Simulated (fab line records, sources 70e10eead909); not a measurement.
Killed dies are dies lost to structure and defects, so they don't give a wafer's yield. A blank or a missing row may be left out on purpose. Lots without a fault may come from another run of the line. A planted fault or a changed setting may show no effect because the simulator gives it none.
Which tool did it? | flow nand_harc | 24 lots, 72 wafers sampled, at 4 steps of a route of 1302

WHAT THE GAUGES READ, wafer by wafer
NHARC_A_SGD_CUT_THK_MEAS_22: measures by ellipsometry. Usual: thk_nm 148.6 nm, standard deviation 1.4.
lot  | measured     | on            | thk_nm (nm)       | flag
L074 | day 19 11:37 | film_metro-01 | 147.3 149.7 149.0 |
L077 | day 20 07:49 | film_metro-01 | 147.9 149.4 149.0 |
L076 | day 20 07:49 | film_metro-02 | 149.2 146.7 148.3 |
L078 | day 20 21:40 | film_metro-02 | 146.9 148.9 148.3 |
L079 | day 21 11:44 | film_metro-01 | 146.5 148.0 149.5 |
L075 | day 22 13:43 | film_metro-02 | 150.2 150.0 148.6 |
L081 | day 22 13:43 | film_metro-01 | 146.7 147.7 149.3 |
L082 | day 22 23:31 | film_metro-02 | 149.1 149.2 148.7 |
L080 | day 22 23:31 | film_metro-01 | 149.2 150.3 151.2 |
L083 | day 23 09:07 | film_metro-02 | 149.4 148.4 149.1 |
L084 | day 23 09:08 | film_metro-01 | 148.8 150.0 147.4 |
L085 | day 24 02:53 | film_metro-02 | 148.7 150.6 148.4 |
L086 | day 24 11:18 | film_metro-01 | 147.7 148.4 149.3 |
L087 | day 25 04:10 | film_metro-02 | 146.5 147.9 147.5 |
L088 | day 25 13:34 | film_metro-02 | 149.5 152.4 149.9 |
L089 | day 25 13:34 | film_metro-01 | 149.0 149.4 149.9 |
L090 | day 25 13:35 | film_metro-02 | 148.4 149.7 147.6 |
L092 | day 26 03:25 | film_metro-02 | 146.8 146.5 148.8 |
L091 | day 26 03:25 | film_metro-01 | 147.2 147.6 149.5 |
L093 | day 27 04:01 | film_metro-01 | 146.0 148.6 149.4 |
L095 | day 28 10:49 | film_metro-02 | 147.2 147.4 147.7 |
L094 | day 28 10:49 | film_metro-01 | 148.1 147.5 149.4 |
L096 | day 28 10:49 | film_metro-02 | 148.1 149.4 146.9 |
L097 | day 29 01:27 | film_metro-01 | 149.5 146.7 148.2 |

NHARC_A_SIN_REMOVE_INSPECT_04. Usual: raw_defect_count 371, standard deviation 95.
lot  | measured     | on                | raw_defect_count | flag
L074 | day 20 06:27 | defect_inspect-01 | 577 457 694      |
L077 | day 21 02:46 | defect_inspect-02 | 288 363 326      |
L076 | day 21 02:46 | defect_inspect-01 | 247 352 314      |
L078 | day 21 16:13 | defect_inspect-01 | 352 299 378      |
L079 | day 22 06:07 | defect_inspect-01 | 334 481 350      |
L075 | day 23 08:25 | defect_inspect-02 | 335 379 373      |
L081 | day 23 08:25 | defect_inspect-01 | 216 294 224      |
L082 | day 23 17:59 | defect_inspect-01 | 424 347 468      |
L080 | day 23 17:58 | defect_inspect-02 | 492 407 419      |
L083 | day 24 03:40 | defect_inspect-02 | 381 328 348      |
L084 | day 24 06:27 | defect_inspect-01 | 326 334 287      |
L085 | day 25 03:35 | defect_inspect-01 | 421 264 292      |
L086 | day 25 10:43 | defect_inspect-01 | 383 488 417      |
L087 | day 26 01:57 | defect_inspect-01 | 248 277 214      |
L088 | day 26 14:41 | defect_inspect-01 | 532 447 513      |
L089 | day 26 09:20 | defect_inspect-02 | 453 416 424      |
L090 | day 26 14:40 | defect_inspect-02 | 259 272 224      |
L092 | day 26 21:55 | defect_inspect-01 | 317 356 355      |
L091 | day 26 21:55 | defect_inspect-02 | 494 626 646      |
L093 | day 27 22:29 | defect_inspect-02 | 352 425 423      |
L095 | day 29 05:19 | defect_inspect-01 | 328 401 471      |
L094 | day 29 07:14 | defect_inspect-01 | 348 466 420      |
L096 | day 29 09:58 | defect_inspect-01 | 306 273 298      |
L097 | day 29 19:51 | defect_inspect-01 | 385 360 340      |

WHICH TOOL RAN EACH LOT (tool, then ch and the chambers of the sampled wafers, then the start)
lot  | NHARC_A_SGD_CUT_ETCHBACK_24        | NHARC_A_SLIT_STRIP_18
L074 | rie_diel-05 ch 0,1,2, day 19 11:53 | rie_diel-02 ch 0,2,3, day 20 06:27 or earlier
L077 | rie_diel-07 ch 0,1,2, day 20 08:05 | rie_diel-02 ch 0,1,3, day 21 02:46 or earlier
L076 | rie_diel-01 ch 0,1, day 20 08:03   | rie_diel-04 ch 0,2, day 21 02:46 or earlier
L078 | rie_diel-05 ch 0,2,3, day 20 21:55 | rie_diel-02 ch 0,1,2, day 21 16:13 or earlier
L079 | rie_diel-07 ch 0,1, day 21 11:58   | rie_diel-04 ch 0,1,2, day 22 06:07 or earlier
L075 | rie_diel-01 ch 0,1,3, day 22 13:57 | rie_diel-11 ch 1,2,3, day 23 08:25 or earlier
L081 | rie_diel-07 ch 0,1, day 22 13:56   | rie_diel-02 ch 0,1,3, day 23 08:25 or earlier
L082 | rie_diel-01 ch 1,2,3, day 22 23:44 | rie_diel-11 ch 0,2,3, day 23 17:59 or earlier
L080 | rie_diel-07 ch 0,1,2, day 22 23:44 | rie_diel-02 ch 0,2,3, day 23 17:58 or earlier
L083 | rie_diel-05 ch 1,3, day 23 09:22   | rie_diel-02 ch 0,1,3, day 24 03:40 or earlier
L084 | rie_diel-01 ch 1,2, day 23 09:22   | rie_diel-11 ch 0,3, day 24 06:27 or earlier
L085 | rie_diel-01 ch 0,2,3, day 24 03:08 | rie_diel-04 ch 1,2, day 25 03:35 or earlier
L086 | rie_diel-07 ch 1, day 24 11:31     | rie_diel-11 ch 2,3, day 25 10:43 or earlier
L087 | rie_diel-01 ch 1,2, day 25 04:23   | rie_diel-11 ch 0,1, day 26 01:57 or earlier
L088 | rie_diel-07 ch 1,3, day 25 13:49   | rie_diel-04 ch 1,2, day 26 14:41 or earlier
L089 | rie_diel-01 ch 1,3, day 25 13:47   | rie_diel-11 ch 0,2,3, day 26 09:20 or earlier
L090 | rie_diel-01 ch 0,1,3, day 25 13:53 | rie_diel-04 ch 1,2,3, day 26 14:40 or earlier
L092 | rie_diel-01 ch 1,2,3, day 26 03:38 | rie_diel-02 ch 0,1,3, day 26 21:55 or earlier
L091 | rie_diel-07 ch 1,3, day 26 03:38   | rie_diel-02 ch 0,2,3, day 26 21:55 or earlier
L093 | rie_diel-07 ch 1,2, day 27 04:14   | rie_diel-11 ch 0,1,3, day 27 22:29 or earlier
L095 | rie_diel-07 ch 0,3, day 28 11:02   | rie_diel-02 ch 1,2, day 29 05:19 or earlier
L094 | rie_diel-01 ch 0,1,2, day 28 11:04 | rie_diel-11 ch 0,1,2, day 29 07:14 or earlier
L096 | rie_diel-05 ch 0,1, day 28 11:02   | rie_diel-04 ch 1,3, day 29 09:58 or earlier
L097 | rie_diel-05 ch 1,3, day 29 01:40   | rie_diel-11 ch 0,1,3, day 29 19:51 or earlier
- NHARC_A_SGD_CUT_ETCHBACK_24: etches the open film in CH3F/O2, target depth 50 nm, time 92.857 s.
- NHARC_A_SLIT_STRIP_18: strips in O2.

WHAT THE TOOLS THEMSELVES READ (means of the sampled wafers that have a number; where no wafer has one, the mark that the record gives instead)
NHARC_A_SGD_CUT_ETCHBACK_24. Usual: drypump_motor_current_A 5.8 A, standard deviation 0.43; o2_flow_sccm 30.00 sccm, standard deviation 0.082; oes_product_au 0.96 a.u., standard deviation 0.037; rf_vpp_V 244.5 V, standard deviation 1.6; showerhead_plenum_p_Torr 2.47 Torr, standard deviation 0.1; throttle_valve_pct 20.663 %, standard deviation 0.0098.
lot  | tool        | drypump_motor_current_A (A) | o2_flow_sccm (sccm) | oes_product_au (a.u.) | rf_vpp_V (V) | showerhead_plenum_p_Torr (Torr) | throttle_valve_pct (%) | flag
L074 | rie_diel-05 | 5.8                         | 30.06               | 0.91                  | 244.6        | 2.48                            | 20.654                 |
L077 | rie_diel-07 | 6.1                         | 30.04               | 1.00                  | 243.6        | 2.39                            | 20.657                 |
L076 | rie_diel-01 | 5.2                         | 30.01               | 0.93                  | 246.3        | 2.52                            | 20.666                 |
L078 | rie_diel-05 | 5.9                         | 30.04               | 0.92                  | 244.9        | 2.47                            | 20.659                 |
L079 | rie_diel-07 | 5.9                         | 29.91               | 1.01                  | 242.5        | 2.35                            | 20.662                 |
L075 | rie_diel-01 | 5.5                         | 30.05               | 0.93                  | 245.5        | 2.53                            | 20.663                 |
L081 | rie_diel-07 | 5.9                         | 30.00               | 0.99                  | 242.8        | 2.35                            | 20.669                 |
L082 | rie_diel-01 | 5.6                         | 30.00               | 0.93                  | 245.8        | 2.56                            | 20.665                 |
L080 | rie_diel-07 | 6.1                         | 29.95               | 1.00                  | 243.7        | 2.39                            | 20.658                 |
L083 | rie_diel-05 | 5.8                         | 29.99               | 0.92                  | 246.4        | 2.57                            | 20.672                 |
L084 | rie_diel-01 | 5.4                         | 30.01               | 0.93                  | 246.9        | 2.61                            | 20.664                 |
L085 | rie_diel-01 | 5.6                         | 30.01               | 0.93                  | 245.0        | 2.51                            | 20.665                 |
L086 | rie_diel-07 | 5.8                         | 30.11               | 1.01                  | 243.0        | 2.34                            | 20.658                 |
L087 | rie_diel-01 | 5.5                         | 29.99               | 1.01                  | 245.0        | 2.59                            | 20.664                 |
L088 | rie_diel-07 | 6.0                         | 29.96               | 1.00                  | 242.9        | 2.33                            | 20.661                 |
L089 | rie_diel-01 | 5.7                         | 30.03               | 0.99                  | 245.4        | 2.54                            | 20.665                 |
L090 | rie_diel-01 | 5.5                         | 29.98               | 0.94                  | 245.1        | 2.52                            | 20.651                 |
L092 | rie_diel-01 | 5.6                         | 30.03               | 0.93                  | 245.8        | 2.56                            | 20.665                 |
L091 | rie_diel-07 | 6.1                         | 29.99               | 0.93                  | 243.2        | 2.32                            | 20.669                 |
L093 | rie_diel-07 | 6.1                         | 29.95               | 0.93                  | 242.8        | 2.38                            | 20.662                 |
L095 | rie_diel-07 | 6.2                         | 30.05               | 1.01                  | 242.9        | 2.33                            | 20.665                 |
L094 | rie_diel-01 | 5.3                         | 29.98               | 0.93                  | 245.1        | 2.55                            | 20.668                 |
L096 | rie_diel-05 | 5.5                         | 30.03               | 1.00                  | 245.5        | 2.54                            | 20.654                 |
L097 | rie_diel-05 | 5.9                         | 29.96               | 0.98                  | 245.2        | 2.55                            | 20.669                 |

NHARC_A_SLIT_STRIP_18. Usual: drypump_motor_current_A 5.9 A, standard deviation 0.43; o2_flow_sccm 499.9 sccm, standard deviation 1.5; oes_product_au 0.998 a.u., standard deviation 0.01; rf_vpp_V 57.8 V, standard deviation 0.84; showerhead_plenum_p_Torr 3.58 Torr, standard deviation 0.11; throttle_valve_pct 17.037 %, standard deviation 0.0086.
lot  | tool        | drypump_motor_current_A (A) | o2_flow_sccm (sccm) | oes_product_au (a.u.) | rf_vpp_V (V) | showerhead_plenum_p_Torr (Torr) | throttle_valve_pct (%) | flag
L074 | rie_diel-02 | 6.1                         | 499.4               | 1.012                 | 58.1         | 3.65                            | 17.032                 |
L077 | rie_diel-02 | 6.1                         | 499.6               | 1.002                 | 57.1         | 3.60                            | 17.038                 |
L076 | rie_diel-04 | 6.2                         | 500.1               | 1.002                 | 57.5         | 3.66                            | 17.040                 |
L078 | rie_diel-02 | 6.1                         | 499.2               | 0.999                 | 58.3         | 3.64                            | 17.046                 |
L079 | rie_diel-04 | 5.8                         | 500.5               | 1.001                 | 57.8         | 3.56                            | 17.043                 |
L075 | rie_diel-11 | 5.8                         | 499.2               | 0.995                 | 56.8         | 3.57                            | 17.032                 |
L081 | rie_diel-02 | 6.1                         | 500.2               | 1.010                 | 58.1         | 3.60                            | 17.024                 |
L082 | rie_diel-11 | 6.0                         | 500.0               | 0.990                 | 57.1         | 3.49                            | 17.034                 |
L080 | rie_diel-02 | 6.1                         | 498.5               | 1.007                 | 57.9         | 3.64                            | 17.041                 |
L083 | rie_diel-02 | 6.1                         | 499.0               | 1.009                 | 58.4         | 3.60                            | 17.031                 |
L084 | rie_diel-11 | 5.9                         | 499.5               | 0.995                 | 57.1         | 3.42                            | 17.032                 |
L085 | rie_diel-04 | 5.4                         | 500.2               | 0.984                 | 57.9         | 3.47                            | 17.046                 |
L086 | rie_diel-11 | 6.2                         | 499.2               | 0.993                 | 57.5         | 3.52                            | 17.034                 |
L087 | rie_diel-11 | 5.3                         | 499.5               | 0.998                 | 58.3         | 3.53                            | 17.037                 |
L088 | rie_diel-04 | 6.0                         | 499.9               | 0.989                 | 57.7         | 3.49                            | 17.040                 |
L089 | rie_diel-11 | 5.9                         | 501.8               | 0.994                 | 57.5         | 3.49                            | 17.036                 |
L090 | rie_diel-04 | 5.9                         | 499.6               | 0.986                 | 57.2         | 3.58                            | 17.044                 |
L092 | rie_diel-02 | 6.1                         | 499.6               | 1.008                 | 58.3         | 3.60                            | 17.041                 |
L091 | rie_diel-02 | 6.1                         | 499.1               | 1.003                 | 57.9         | 3.64                            | 17.024                 |
L093 | rie_diel-11 | 5.8                         | 499.8               | 1.001                 | 57.1         | 3.49                            | 17.030                 |
L095 | rie_diel-02 | 6.1                         | 500.1               | 1.002                 | 56.7         | 3.63                            | 17.036                 |
L094 | rie_diel-11 | 5.5                         | 500.8               | 1.002                 | 58.6         | 3.53                            | 17.042                 |
L096 | rie_diel-04 | 5.3                         | 499.9               | 0.993                 | 58.2         | 3.56                            | 17.032                 |
L097 | rie_diel-11 | 5.7                         | 500.6               | 1.001                 | 57.2         | 3.49                            | 17.036                 |

THE ANSWER, worked out from the rows above alone
Rule: a lot is off if the mean of its wafers that have a number lies more than 3 standard deviations from the usual mean. A lot without any number at a reading at which 4 lots or more have one is off too. The other lots that the step has rows for count as sound. The gauges are gone through in route order, then the tools' own readings, and for those a lot's mean is taken as printed above. The first step at which some lot is off is used, and at that step the reading that is off furthest; a lot without a number counts as furthest.
No lot is off at any reading shown: from this, nothing can be told.

WHAT THE SIMULATOR HAD PUT IN
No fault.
